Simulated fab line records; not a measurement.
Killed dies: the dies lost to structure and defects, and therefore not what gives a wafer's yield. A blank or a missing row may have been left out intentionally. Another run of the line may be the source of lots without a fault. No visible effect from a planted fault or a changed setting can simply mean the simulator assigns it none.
Chamber matching :: flow n5 finfet :: N5_DUMMY_GATE_ETCH_29 on rie diel-01 has 4 sister chambers
The step etches underlayer in N2/H2, target depth 13 nm. 8 wafers are shown with their chamber, then 7 later ones without.

== WAFERS, EACH WITH ITS CHAMBER ==
wafer: L082.3
chamber: 0
showerhead plenum p Torr (Torr): 2.66
rf fwd power W (W): 829

wafer: L082.4
chamber: 2
showerhead plenum p Torr (Torr): 2.40
rf fwd power W (W): 829

wafer: L082.6
chamber: 1
showerhead plenum p Torr (Torr): 2.72
rf fwd power W (W): 832

wafer: L088.3
chamber: 3
showerhead plenum p Torr (Torr): 2.54
rf fwd power W (W): 835

wafer: L088.5
chamber: 0
showerhead plenum p Torr (Torr): 2.65
rf fwd power W (W): 831

wafer: L088.6
chamber: 1
showerhead plenum p Torr (Torr): 2.72
rf fwd power W (W): 832

wafer: L091.2
chamber: 2
showerhead plenum p Torr (Torr): 2.71
rf fwd power W (W): 832

wafer: L091.3
chamber: 3
showerhead plenum p Torr (Torr): 2.54
rf fwd power W (W): 834

== WAFERS WITH NO CHAMBER GIVEN ==
wafer: L091.5
showerhead plenum p Torr (Torr): 2.54
rf fwd power W (W): 828

wafer: L094.1
showerhead plenum p Torr (Torr): 2.71
rf fwd power W (W): 836

wafer: L094.4
showerhead plenum p Torr (Torr): 2.65
rf fwd power W (W): 828

wafer: L094.6
showerhead plenum p Torr (Torr): 2.71
rf fwd power W (W): 835

wafer: L097.3
showerhead plenum p Torr (Torr): 2.54
rf fwd power W (W): 831

wafer: L097.4
showerhead plenum p Torr (Torr): 2.64
rf fwd power W (W): 830

wafer: L097.6
showerhead plenum p Torr (Torr): 2.71
rf fwd power W (W): 832

== WHICH CHAMBER EACH WENT THROUGH ==
wafer: L091.5
from the rows above: can't be placed: 0 or 2 or 1
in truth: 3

wafer: L094.1
from the rows above: can't be placed: 3 or 1
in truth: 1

wafer: L094.4
from the rows above: can't be placed: 0 or 2 or 1
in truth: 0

wafer: L094.6
from the rows above: can't be placed: 3 or 1
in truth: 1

wafer: L097.3
from the rows above: can't be placed: 2 or 0 or 1
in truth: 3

wafer: L097.4
from the rows above: can't be placed: 0 or 2 or 1
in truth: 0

wafer: L097.6
from the rows above: can't be placed: 1 or 0 or 2
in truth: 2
Correct placement for 0 of the 7. From these rows, 7 cannot be placed; in 5 the true chamber is one of the candidates. 0 placed wrongly.
How it was worked out, from the rows above alone: a wafer's distance from a chamber is the root of the sum, over the readings, of the square of ((its reading less the chamber's mean) divided by the reading's scatter). If the next closest chamber is less than 2 further off than the closest, the wafer can't be placed; otherwise it belongs to the closest. The mean given for a chamber averages the wafers shown for that chamber. The scatter: the root of (the sum of the squares of (reading less its chamber's mean) over the shown wafers, divided by (wafers less chambers)).
